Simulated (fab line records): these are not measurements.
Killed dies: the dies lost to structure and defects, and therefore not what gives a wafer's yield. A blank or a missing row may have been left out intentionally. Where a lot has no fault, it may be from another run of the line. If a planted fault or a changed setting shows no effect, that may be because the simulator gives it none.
fab line records ; flow n5-finfet
[record] lots = 7; wafers = 21
route steps=1938 shown FIN_SAQP@109 SD_EPI_N@288 SD_EPI_P@321 SD_ACTIVATION@330 HKMG_FIN@403 MOL_CONTACT_COAG@531 BEOL_M0_SAQP@636
start-h: start of the lot's first displayed wafer, in hours after the record's first day ; wait-h: time in hours since the lot's previous step ; " unchanged from the row above ; L1.1+2: one row covering several wafers at once ; - no value, or no start given ; * or withheld: withheld ; < > ~ a bound
route shown NAME@n: a module of which the file shows steps, and the number in the route of the first ; usual: mean/standard deviation taken from wafers without a fault ; same: alike in all rows ; chamber/n: place in a boat ; sites: the reading at each site ; _std_site: the values' standard deviation ; _edge_site: mean of outer sites minus mean of inner sites ; radius-mm: for every site, how far away it sits from the centre of the wafer ; mask NAME#n: copy n ; behind: the most recent tool/chamber to have shaped the wafer ; hold: why the lot was held/for how many hours/how that ended ; device: the n, p or np transistor that did not switch ; end of line: tests of these same wafers at the route's end ; for a step that has no rows: nothing shown but its recipe ; killed: count of dies lost to structure and defects at first sort (not the wafer's yield) ; map: the dies of a wafer, with x for killed, . for not killed, _ for no die there
set.NAME: the setting that was run; set.NAME@STEP: the one run at that earlier step ; model.NAME: the simulator's own value behind a step, which no gauge read
lots with deliberately changed settings; one table per step, one row per wafer
[[steps]]
[step N5_FIN_SAQP_PEB_14]
[recipe] peb-temp-c = withheld; peb-time-s = 60; resist = CAR-ArF
lot.wafer;tool;chamber;start-h;wait-h;set.peb-time-s
L074.1+4;litho-track-03;0;21.55;0.1;66.06
L074.5;litho-track-03;0;21.55;0.1;60
L077.2+3+4;litho-track-02;0;39.41;0.1;60
L084.1+5;litho-track-03;0;81.53;0.1;72.42
L084.2;litho-track-03;0;81.53;0.1;60
L085.1;litho-track-01;0;90.47;0.1;69.6
L085.2+4;litho-track-01;0;90.47;0.1;60
L086.1+3+6;litho-track-01;0;94.13;0.1;60
L087.1+2;litho-track-03;0;101.48;0.1;51.32
L087.5;litho-track-03;0;101.48;0.1;60
L093.3+4+6;litho-track-01;0;136.23;0.0;60
[step N5_FIN_SAQP_DEVELOP_15]
[recipe] develop-time-s = 30; developer = TMAH; resist = CAR-ArF; dev-temp-c = 23; rinse-liquid = diw; dry = air-spin
[step N5_FIN_SAQP_CD_MEAS_16]
[recipe] target-cd-nm = 35.6; landing-energy-ev = 500; detector = se-inlens
[usual] cd-nm = 35.6/0.37
lot.wafer;tool;chamber;start-h;wait-h;set.peb-time-s@FIN_SAQP_PEB_14;cd-nm
L074.1;cd-sem-03;0;21.62;-;66.06;32.3
L074.4;cd-sem-03;0;21.62;-;66.06;32.3
L074.5;cd-sem-03;0;21.62;-;60;34.8
L077.2;cd-sem-03;0;39.48;-;60;35.6
L077.3;cd-sem-03;0;39.48;-;60;35.1
L077.4;cd-sem-03;0;39.48;-;60;35.6
L084.1;cd-sem-03;0;81.60;-;72.42;31.8
L084.2;cd-sem-03;0;81.60;-;60;35.4
L084.5;cd-sem-03;0;81.60;-;72.42;32.9
L085.1;cd-sem-02;0;90.54;-;69.6;34.3
L085.2;cd-sem-02;0;90.54;-;60;36.8
L085.4;cd-sem-02;0;90.54;-;60;35.7
L086.1;cd-sem-01;0;94.20;-;60;35.7
L086.3;cd-sem-01;0;94.20;-;60;36.2
L086.6;cd-sem-01;0;94.20;-;60;35.8
L087.1;cd-sem-01;0;101.55;-;51.32;37.6
L087.2;cd-sem-01;0;101.55;-;51.32;36.9
L087.5;cd-sem-01;0;101.55;-;60;35.3
L093.3;cd-sem-01;0;136.30;-;60;35.4
L093.4;cd-sem-01;0;136.30;-;60;34.6
L093.6;cd-sem-01;0;136.30;-;60;34.0
[step N5_SD_EPI_N_EPI_21]
[recipe] material = Si:P; dopant = P; temp-c = 680; pressure-torr = 255; time-s = 690
lot.wafer;tool;chamber;start-h;wait-h;set.time-s;model.Si-P_of_SD_EPI_N_EPI_21.thk-nm
L074.1;epi-rpcvd-03;0;49.96;0.1;690;59
L074.4;epi-rpcvd-03;0;49.96;0.1;733.1;62
L074.5;epi-rpcvd-03;0;49.96;0.1;690;59.2
L077.2;epi-rpcvd-02;0;71.33;0.4;690;59.4
L077.3;epi-rpcvd-02;0;71.33;0.4;690;60
L077.4;epi-rpcvd-02;0;71.33;0.4;690;59.6
L084.1;epi-rpcvd-04;0;111.82;0.1;690;57.8
L084.2;epi-rpcvd-04;0;111.82;0.1;690;58.6
L084.5;epi-rpcvd-04;0;111.82;0.1;763.2;62.2
L085.1+4;epi-rpcvd-04;0;120.02;0.1;591.9;53.4
L085.2;epi-rpcvd-04;0;120.02;0.1;690;59.4
L086.1;epi-rpcvd-04;0;126.71;0.1;690;60.2
L086.3;epi-rpcvd-04;0;126.71;0.1;780;65.8
L086.6;epi-rpcvd-04;0;126.71;0.1;780;65
L087.1;epi-rpcvd-03;0;129.80;0.1;755.7;62.2
L087.2;epi-rpcvd-03;0;129.80;0.1;690;58.6
L087.5;epi-rpcvd-03;0;129.80;0.1;755.7;63
L093.3+6;epi-rpcvd-04;0;169.09;0.7;768.5;63.2
L093.4;epi-rpcvd-04;0;169.09;0.7;690;58.8
[step N5_SD_EPI_N_EPI_MEAS_23]
[recipe] mode = xrd
[usual] thk-nm = 58.6/1.1
lot.wafer;tool;chamber;start-h;wait-h;set.time-s@SD_EPI_N_EPI_21;thk-nm
L074.1;film-metro-02;-;51.68;1.4;690;60.0
L074.4;film-metro-02;-;51.68;1.4;733.1;62.6
L074.5;film-metro-02;-;51.68;1.4;690;59.3
L077.2;film-metro-01;-;72.77;1.2;690;60.3
L077.3;film-metro-01;-;72.77;1.2;690;60.3
L077.4;film-metro-01;-;72.77;1.2;690;58.9
L084.1;film-metro-01;-;113.55;1.5;690;57.2
L084.2;film-metro-01;-;113.55;1.5;690;58.8
L084.5;film-metro-01;-;113.55;1.5;763.2;60.0
L085.1;film-metro-01;-;121.74;1.5;591.9;51.3
L085.2;film-metro-01;-;121.74;1.5;690;59.4
L085.4;film-metro-01;-;121.74;1.5;591.9;52.7
L086.1;film-metro-01;-;128.43;1.4;690;58.4
L086.3;film-metro-01;-;128.43;1.4;780;66.3
L086.6;film-metro-01;-;128.43;1.4;780;64.4
L087.1;film-metro-01;-;131.52;1.4;755.7;62.2
L087.2;film-metro-01;-;131.52;1.4;690;56.0
L087.5;film-metro-01;-;131.52;1.4;755.7;62.1
L093.3;film-metro-01;-;170.25;0.9;768.5;64.8
L093.4;film-metro-01;-;170.25;0.9;690;58.8
L093.6;film-metro-01;-;170.25;0.9;768.5;64.0
[step N5_SD_EPI_N_PRECLEAN_24]
[recipe] chemistry = O3/DIW; time-s = 60; temp-c = 22; o3-ppm = 10
lot.wafer;tool;chamber;start-h;wait-h;set.time-s@SD_EPI_N_EPI_21;model.Si-P_of_SD_EPI_N_EPI_21.thk-nm
L074.1;wet-bench-02;6;51.72;0.0;690;58.6
L074.4;wet-bench-02;5;51.72;0.0;733.1;61.6
L074.5;wet-bench-02;2;51.72;0.0;690;58.8
L077.2;wet-bench-02;2;72.81;0.0;690;59
L077.3;wet-bench-02;5;72.81;0.0;690;59.6
L077.4;wet-bench-02;1;72.81;0.0;690;59.2
L084.1;wet-bench-01;6;113.59;0.0;690;57.4
L084.2;wet-bench-01;0;113.59;0.0;690;58.2
L084.5;wet-bench-01;1;113.59;0.0;763.2;61.8
L085.1;wet-bench-04;1;121.78;0.0;591.9;53
L085.2;wet-bench-04;0;121.78;0.0;690;58.8
L085.4;wet-bench-04;4;121.78;0.0;591.9;53.2
L086.1;wet-bench-04;7;128.50;0.1;690;59.8
L086.3;wet-bench-04;2;128.50;0.1;780;65.4
L086.6;wet-bench-04;1;128.50;0.1;780;64.6
L087.1;wet-bench-04;3;131.55;0.0;755.7;61.8
L087.2;wet-bench-04;4;131.55;0.0;690;58.2
L087.5;wet-bench-04;6;131.55;0.0;755.7;62.6
L093.3+6;wet-bench-04;4,2;170.28;0.0;768.5;62.8
L093.4;wet-bench-04;1;170.28;0.0;690;58.4
[step N5_SD_EPI_P_EPI_21]
[recipe] material = SiGe:B; dopant = B; temp-c = 550; pressure-torr = 20; ambient = H2; time-s = 355
lot.wafer;tool;chamber;start-h;wait-h;set.epi-growth-time-s;model.SiGe-B_of_SD_EPI_P_EPI_21.thk-nm
L074.1;epi-rpcvd-04;0;53.98;0.1;355;61.4
L074.4+5;epi-rpcvd-04;0;55.06;1.1;355;62.2
L077.2;epi-rpcvd-03;0;75.86;0.5;355;60.6
L077.3;epi-rpcvd-03;0;75.86;0.5;355;60.8
L077.4;epi-rpcvd-03;0;75.86;0.5;355;61.4
L084.1;epi-rpcvd-03;0;116.01;0.1;387.5;63.6
L084.2;epi-rpcvd-03;0;116.01;0.1;387.5;63.4
L084.5;epi-rpcvd-03;0;117.45;1.5;387.5;64.4
L085.1;epi-rpcvd-03;0;124.15;0.1;355;60.8
L085.2;epi-rpcvd-03;0;124.15;0.1;343.2;59.2
L085.4;epi-rpcvd-03;0;124.15;0.1;343.2;59.6
L086.1;epi-rpcvd-04;0;131.01;0.2;355;60.8
L086.3;epi-rpcvd-04;0;131.01;0.2;355;61.2
L086.6;epi-rpcvd-04;0;133.41;2.4;366.8;61.6
L087.1;epi-rpcvd-03;0;133.94;0.1;355;60.4
L087.2;epi-rpcvd-03;0;133.94;0.1;355;60
L087.5;epi-rpcvd-03;0;135.38;1.5;327;57.6
L093.3;epi-rpcvd-01;0;173.44;0.8;374.9;63.4
L093.4;epi-rpcvd-01;0;173.44;0.8;355;61.2
L093.6;epi-rpcvd-01;0;173.44;0.8;355;61.8
[step N5_SD_EPI_P_HM_STRIP_48]
[recipe] chemistry = H3PO4; temp-c = 160; material = SiNx; target = SiNx; target-depth-a = 30; overetch-fraction = 0.3
lot.wafer;tool;chamber;start-h;wait-h;set.epi-growth-time-s@SD_EPI_P_EPI_21;model.SiGe-B_of_SD_EPI_P_EPI_21.thk-nm
L074.1;wet-bench-03;1;56.21;0.0;355;61.2
L074.4+5;wet-bench-03;2,0;56.21;0.0;355;61.8
L077.2;wet-bench-03;3;77.74;0.0;355;60.2
L077.3;wet-bench-03;7;77.74;0.0;355;60.6
L077.4;wet-bench-03;1;77.74;0.0;355;61
L084.1;wet-bench-03;1;118.24;0.0;387.5;63.4
L084.2;wet-bench-03;2;118.24;0.0;387.5;63.2
L084.5;wet-bench-03;6;118.24;0.0;387.5;64
L085.1;wet-bench-03;6;126.38;0.0;355;60.4
L085.2;wet-bench-03;7;126.38;0.0;343.2;58.8
L085.4;wet-bench-03;0;126.38;0.0;343.2;59.4
L086.1;wet-bench-06;5;133.97;0.0;355;60.6
L086.3;wet-bench-06;2;133.97;0.0;355;61
L086.6;wet-bench-06;3;133.97;0.0;366.8;61.2
L087.1;wet-bench-05;3;136.17;0.0;355;60.2
L087.2;wet-bench-05;4;136.17;0.0;355;59.8
L087.5;wet-bench-05;7;136.17;0.0;327;57.4
L093.3;wet-bench-06;1;174.95;0.0;374.9;63
L093.4;wet-bench-06;6;174.95;0.0;355;60.8
L093.6;wet-bench-06;5;174.95;0.0;355;61.6
[step N5_SD_EPI_P_SRD_49]
[recipe] dry = ipa-marangoni; time-s = 30; temp-c = 23; rinse-liquid = diw
[step N5_SD_EPI_P_PRECLEAN_24]
[recipe] chemistry = O3/DIW; time-s = 45; temp-c = 22; o3-ppm = 10
[step N5_SD_ACTIVATION_RTA_00]
[recipe] temp-c = 975; time-s = 0; ambient = N2; idle-temp-c = 600; ramp-up-c-per-s = 150; ramp-down-c-per-s = 60; cool-to-c = 600
[step N5_SD_ACTIVATION_LSA_01]
[recipe] temp-c = 1080; time-s = 0.0008; ambient = N2
[step N5_SD_ACTIVATION_RS_MEAS_03]
[recipe] thk-meas-gauge = four-point-probe
[usual] RS_SD_N = 21.96/0.24; RS_SD_P = 56.0/0.76
lot.wafer;tool;chamber;start-h;wait-h;set.time-s@SD_EPI_N_EPI_21;RS_SD_N[ohm/sq];RS_SD_P[ohm/sq]
L074.1;film-metro-01;-;56.90;0.2;690;21.99;55.1
L074.4;film-metro-01;-;56.90;0.2;733.1;20.67;55.1
L074.5;film-metro-01;-;56.90;0.2;690;21.89;55.0
L077.2;film-metro-02;-;78.34;0.2;690;21.69;56.0
L077.3;film-metro-02;-;78.34;0.2;690;21.40;55.7
L077.4;film-metro-02;-;78.34;0.2;690;21.57;55.1
L084.1;film-metro-02;-;119.04;0.2;690;22.50;53.3
L084.2;film-metro-02;-;119.04;0.2;690;22.06;53.6
L084.5;film-metro-02;-;119.04;0.2;763.2;20.74;52.4
L085.1;film-metro-02;-;127.24;0.2;591.9;24.38;56.7
L085.2;film-metro-02;-;127.24;0.2;690;21.97;58.3
L085.4;film-metro-02;-;127.24;0.2;591.9;24.30;57.8
L086.1;film-metro-01;-;134.64;0.2;690;21.63;56.2
L086.3;film-metro-01;-;134.64;0.2;780;19.74;56.0
L086.6;film-metro-01;-;134.64;0.2;780;19.93;56.0
L087.1;film-metro-02;-;136.96;0.2;755.7;20.85;56.4
L087.2;film-metro-02;-;136.96;0.2;690;22.11;57.3
L087.5;film-metro-02;-;136.96;0.2;755.7;20.48;59.2
L093.3;film-metro-02;-;175.56;0.2;768.5;20.27;54.5
L093.4;film-metro-02;-;175.56;0.2;690;22.03;56.0
L093.6;film-metro-02;-;175.56;0.2;768.5;20.59;55.3
[step N5_HKMG_FIN_ETCH_55]
[recipe] chemistry = N2/H2; target = SOC; target-depth-a = 2400; temp-c = 40; time-s = 300; ion-energy-ev = 200; mask-material = SiARC; pressure-mtorr = 30; source-w = 840; bias-w = 150; n2-flow-sccm = 200; h2-flow-sccm = 200
[usual] rf-vpp-V = 525.1/2.1
lot.wafer;tool;chamber;start-h;wait-h;set.bias-w;rf-vpp-V;model.SiARC_of_HKMG_FIN_COAT_42.thk-nm
L074.1;rie-diel-04;0;69.82;0.0;161.8;548.2;19.6
L074.4;rie-diel-04;3;69.82;0.0;161.8;550.5;20.4
L074.5;rie-diel-04;1;69.82;0.0;150;526.4;21.4
L077.2;rie-diel-06;0;92.02;0.0;150;523.7;21
L077.3;rie-diel-06;1;92.02;0.0;150;524.3;21.8
L077.4;rie-diel-06;3;92.02;0.0;150;522.9;19.8
L084.1;rie-diel-04;3;131.90;0.0;150;523.7;22
L084.2;rie-diel-04;1;131.90;0.0;127.4;473.8;24.4
L084.5;rie-diel-04;2;131.90;0.0;127.4;473.7;24.2
L085.1;rie-diel-05;0;140.22;0.0;150;526.6;20.6
L085.2;rie-diel-05;1;140.22;0.0;176.1;581.3;18
L085.4;rie-diel-05;0;140.22;0.0;150;525.7;20.8
L086.1;rie-diel-04;2;147.30;0.0;126.3;470.9;24.2
L086.3;rie-diel-04;1;147.30;0.0;126.3;472.5;24.4
L086.6;rie-diel-04;3;147.30;0.0;150;523.6;22
L087.1;rie-diel-06;2;150.19;0.0;136.5;496.2;22.2
L087.2;rie-diel-06;3;150.19;0.0;150;525.0;19.6
L087.5;rie-diel-06;3;150.19;0.0;150;523.7;19.6
L093.3;rie-diel-04;3;189.52;0.0;150;522.2;21.2
L093.4;rie-diel-04;0;189.52;0.0;150;523.7;21
L093.6;rie-diel-04;0;189.52;0.0;150;523.3;21
[step N5_HKMG_FIN_EXPOSE_09]
[recipe] mask-id = NWFM; na = 1.35; source-shape = conventional; sigma-outer = 0.8; polarization = unpolarized; dose-mj = 39.25
lot.wafer;tool;chamber;start-h;wait-h;mask;set.dose-mj
L074.1;arfi-scanner-01;0;72.89;-;NWFM#0;39.25
L074.4+5;arfi-scanner-01;0;72.89;-;NWFM#0;37.07
L077.2+3+4;arfi-scanner-02;0;95.20;-;NWFM#0;39.25
L084.1+2;arfi-scanner-01;0;135.19;-;NWFM#0;39.25
L084.5;arfi-scanner-01;0;135.19;-;NWFM#0;37.16
L085.1+2+4;arfi-scanner-01;0;143.33;-;NWFM#0;39.25
L086.1+3+6;arfi-scanner-03;0;150.47;-;NWFM#0;39.25
L087.1+5;arfi-scanner-03;0;153.13;-;NWFM#0;37.36
L087.2;arfi-scanner-03;0;153.13;-;NWFM#0;39.25
L093.3+4;arfi-scanner-02;0;192.61;-;NWFM#0;41.28
L093.6;arfi-scanner-02;0;192.61;-;NWFM#0;39.25
[step N5_HKMG_FIN_DEVELOP_11]
[recipe] develop-time-s = 30; developer = TMAH; resist = CAR-ArF; dev-temp-c = 23; rinse-liquid = diw; dry = air-spin
lot.wafer;tool;chamber;start-h;wait-h;set.develop-time-s
L074.1+5;litho-track-04;0;-;-;30
L074.4;litho-track-04;0;-;-;23.58
L077.2+3+4;litho-track-05;0;-;-;30
L084.1+2+5;litho-track-01;0;-;-;30
L085.1+2;litho-track-04;0;-;-;33.43
L085.4;litho-track-04;0;-;-;30
L086.1+3+6;litho-track-04;0;-;-;30
L087.1+5;litho-track-04;0;-;-;30
L087.2;litho-track-04;0;-;-;26.25
L093.3;litho-track-01;0;-;-;25.4
L093.4+6;litho-track-01;0;-;-;30
[step N5_HKMG_FIN_CD_MEAS_12]
[recipe] target-cd-nm = 92.8; landing-energy-ev = 500; detector = se-inlens
[usual] cd-nm = 93.0/0.95
lot.wafer;tool;chamber;start-h;wait-h;set.dose-mj@HKMG_FIN_EXPOSE_09;cd-nm
L074.1;cd-sem-01;0;73.01;-;39.25;95.2
L074.4;cd-sem-01;0;73.01;-;37.07;90.5
L074.5;cd-sem-01;0;73.01;-;37.07;89.4
L077.2;cd-sem-03;0;95.32;-;39.25;91.9
L077.3;cd-sem-03;0;95.32;-;39.25;92.4
L077.4;cd-sem-03;0;95.32;-;39.25;93.3
L084.1;cd-sem-03;0;135.31;-;39.25;92.8
L084.2;cd-sem-03;0;135.31;-;39.25;92.9
L084.5;cd-sem-03;0;135.31;-;37.16;90.2
L085.1;cd-sem-03;0;143.46;-;39.25;94.6
L085.2;cd-sem-03;0;143.46;-;39.25;92.9
L085.4;cd-sem-03;0;143.46;-;39.25;93.3
L086.1;cd-sem-03;0;150.59;-;39.25;92.5
L086.3;cd-sem-03;0;150.59;-;39.25;93.1
L086.6;cd-sem-03;0;150.59;-;39.25;94.4
L087.1;cd-sem-02;0;153.26;-;37.36;89.6
L087.2;cd-sem-02;0;153.26;-;39.25;92.7
L087.5;cd-sem-02;0;153.26;-;37.36;90.0
L093.3;cd-sem-01;0;192.72;-;41.28;95.7
L093.4;cd-sem-01;0;192.72;-;41.28;96.3
L093.6;cd-sem-01;0;192.72;-;39.25;92.1
[step N5_MOL_CONTACT_COAG_ETCH_105]
[recipe] chemistry = CF4; target = SiARC; target-depth-a = 156; mask-material = CAR-EUV; time-s = 26; ion-energy-ev = 80; pressure-mtorr = 40; source-w = 545; bias-w = 36; Ar_flow_sccm = 100; cf4-flow-sccm = 100; ends = cleared
[usual] rf-vpp-V = 184.6/1.1
lot.wafer;tool;chamber;start-h;wait-h;set.bias-w;rf-vpp-V
L074.1;rie-diel-05;1;86.87;0.0;36;186.0
L074.4;rie-diel-05;0;86.87;0.0;36;184.8
L074.5;rie-diel-05;1;86.87;0.0;33.04;174.5
L077.2;rie-diel-04;1;108.15;0.0;36;185.1
L077.3;rie-diel-04;2;108.15;0.0;36;185.5
L077.4;rie-diel-04;3;108.15;0.0;36;184.3
L084.1;rie-diel-05;0;149.05;0.0;36;184.7
L084.2;rie-diel-05;3;149.05;0.0;36;184.6
L084.5;rie-diel-05;0;149.05;0.0;36;185.7
L085.1;rie-diel-05;3;155.75;0.0;30.45;165.3
L085.2;rie-diel-05;0;155.75;0.0;36;186.2
L085.4;rie-diel-05;1;155.75;0.0;30.45;164.9
L086.1;rie-diel-04;1;163.33;0.0;39.71;197.3
L086.3;rie-diel-04;2;163.33;0.0;39.71;195.3
L086.6;rie-diel-04;2;163.33;0.0;39.71;196.4
L087.1;rie-diel-05;3;166.11;0.0;36;187.1
L087.2;rie-diel-05;1;166.11;0.0;32.97;175.7
L087.5;rie-diel-05;2;166.11;0.0;36;186.1
L093.3;rie-diel-06;2;205.55;0.0;36;184.4
L093.4;rie-diel-06;1;205.55;0.0;42.44;204.1
L093.6;rie-diel-06;0;205.55;0.0;42.44;203.3
[step N5_MOL_CONTACT_COAG_ETCH_91]
[recipe] chemistry = N2/H2; target = SOC; target-depth-a = 600; overetch-a = 210; mask-material = SiARC; temp-c = 40; time-s = 101.2; ion-energy-ev = 200; pressure-mtorr = 30; source-w = 840; bias-w = 150; n2-flow-sccm = 200; h2-flow-sccm = 200
lot.wafer;tool;chamber;start-h;wait-h;set.time-s;model.SiARC_of_MOL_CONTACT_COAG_COAT_76.thk-nm
L074.1+5;rie-diel-06;1;100.41;0.0;101.2;6
L074.4;rie-diel-06;0;100.41;0.0;101.2;5.8
L077.2+3+4;rie-diel-04;3,1,1;120.71;0.0;101.2;6
L084.1;rie-diel-05;3;160.58;0.0;101.2;6.2
L084.2;rie-diel-05;2;160.58;0.0;101.2;6
L084.5;rie-diel-05;3;160.58;0.0;116.5;5.6
L085.1+4;rie-diel-04;2,1;164.46;0.0;101.2;6
L085.2;rie-diel-04;0;164.46;0.0;101.2;5.8
L086.1;rie-diel-05;3;174.57;0.0;114.5;5.6
L086.3;rie-diel-05;0;174.57;0.0;114.5;5.2
L086.6;rie-diel-05;3;174.57;0.0;101.2;6
L087.1;rie-diel-04;1;179.55;0.0;101.2;6
L087.2;rie-diel-04;0;179.55;0.0;78.84;6.6
L087.5;rie-diel-04;0;179.55;0.0;78.84;6.8
L093.3;rie-diel-05;0;215.63;0.0;108.8;5.4
L093.4;rie-diel-05;3;215.63;0.0;108.8;5.8
L093.6;rie-diel-05;3;215.63;0.0;101.2;6
[step N5_BEOL_M0_SAQP_PECVD_96]
[recipe] material = a-Si; target-thk-a = 450; temp-c = 350; precursor = SiH4/He; pressure-torr = 3; rf-w = 100; time-s = 45.2
lot.wafer;tool;chamber;start-h;wait-h;set.time-s;model.a-Si_of_BEOL_M0_SAQP_PECVD_96.thk-nm
L074.1;pecvd-02;2;107.59;0.0;42.55;41
L074.4;pecvd-02;0;107.59;0.0;45.2;44.8
L074.5;pecvd-02;2;107.59;0.0;42.55;42
L077.2;pecvd-02;1;127.54;0.0;45.2;44.6
L077.3;pecvd-02;0;127.54;0.0;45.2;45.2
L077.4;pecvd-02;1;127.54;0.0;45.2;45.4
L084.1;pecvd-03;2;169.38;0.0;45.2;45.4
L084.2;pecvd-03;1;169.38;0.0;39.85;39.6
L084.5;pecvd-03;0;169.38;0.0;39.85;38.8
L085.1+2;pecvd-03;1,2;174.35;0.0;45.2;45.4
L085.4;pecvd-03;1;174.35;0.0;45.2;45.8
L086.1;pecvd-04;0;182.99;0.0;45.2;44
L086.3;pecvd-04;1;182.99;0.0;45.2;44.4
L086.6;pecvd-04;2;182.99;0.0;45.2;44.6
L087.1;pecvd-03;2;186.81;0.0;43.25;43.2
L087.2;pecvd-03;0;186.81;0.0;43.25;42.4
L087.5;pecvd-03;0;186.81;0.0;45.2;45
L093.3;pecvd-04;0;222.77;0.0;39.82;38.4
L093.4;pecvd-04;0;222.77;0.0;39.82;39.6
L093.6;pecvd-04;2;222.77;0.0;39.82;39.4
[[key]]
[split] step = N5_FIN_SAQP_PEB_14; setting = peb-time-s; stated = 60; by = wafer
[response] step = N5_FIN_SAQP_CD_MEAS_16; reading = cd-nm; change = -0.15; per = 1%; r = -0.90
[split] step = N5_SD_EPI_N_EPI_21; setting = time-s; stated = 690; by = wafer
[response] step = N5_SD_EPI_N_EPI_21; reading = model.Si-P_of_SD_EPI_N_EPI_21.thk-nm; change = +0.406; per = 1%; r = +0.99
[response] step = N5_SD_EPI_N_EPI_MEAS_23; reading = thk-nm; change = *; per = 1%; r = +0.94
[response] step = N5_SD_EPI_N_PRECLEAN_24; reading = model.Si-P_of_SD_EPI_N_EPI_21.thk-nm; change = +0.4; per = 1%; r = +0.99
[response] step = N5_SD_ACTIVATION_RS_MEAS_03; reading = RS_SD_N; change = -0.153; per = 1%; r = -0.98
[split] step = N5_SD_EPI_P_EPI_21; setting = epi-growth-time-s; stated = 355; by = wafer
[response] step = N5_SD_EPI_P_EPI_21; reading = model.SiGe-B_of_SD_EPI_P_EPI_21.thk-nm; change = +0.327; per = 1%; r = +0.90
[response] step = N5_SD_EPI_P_HM_STRIP_48; reading = model.SiGe-B_of_SD_EPI_P_EPI_21.thk-nm; change = +0.313; per = 1%; r = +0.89
[split] step = N5_HKMG_FIN_ETCH_55; setting = bias-w; stated = 150; by = wafer
[response] step = N5_HKMG_FIN_ETCH_55; reading = rf-vpp-V; change = +3.22; per = 1%; r = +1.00
[response] step = N5_HKMG_FIN_ETCH_55; reading = model.SiARC_of_HKMG_FIN_COAT_42.thk-nm; change = -0.165; per = 1%; r = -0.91
[split] step = N5_HKMG_FIN_EXPOSE_09; setting = dose-mj; stated = 39.25; by = wafer
[response] step = N5_HKMG_FIN_CD_MEAS_12; reading = cd-nm; change = +0.709; per = 1%; r = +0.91
[split] step = N5_HKMG_FIN_DEVELOP_11; setting = develop-time-s; stated = 30; by = wafer
response none clear
[split] step = N5_MOL_CONTACT_COAG_ETCH_105; setting = bias-w; stated = 36; by = wafer
[response] step = N5_MOL_CONTACT_COAG_ETCH_105; reading = rf-vpp-V; change = +1.23; per = 1%; r = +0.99
[split] step = N5_MOL_CONTACT_COAG_ETCH_91; setting = time-s; stated = 101.2; by = wafer
[response] step = N5_MOL_CONTACT_COAG_ETCH_91; reading = model.SiARC_of_MOL_CONTACT_COAG_COAT_76.thk-nm; change = -0.0359; per = 1%; r = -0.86
[split] step = N5_BEOL_M0_SAQP_PECVD_96; setting = time-s; stated = 45.2; by = wafer
[response] step = N5_BEOL_M0_SAQP_PECVD_96; reading = model.a-Si_of_BEOL_M0_SAQP_PECVD_96.thk-nm; change = +0.529; per = 1%; r = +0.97
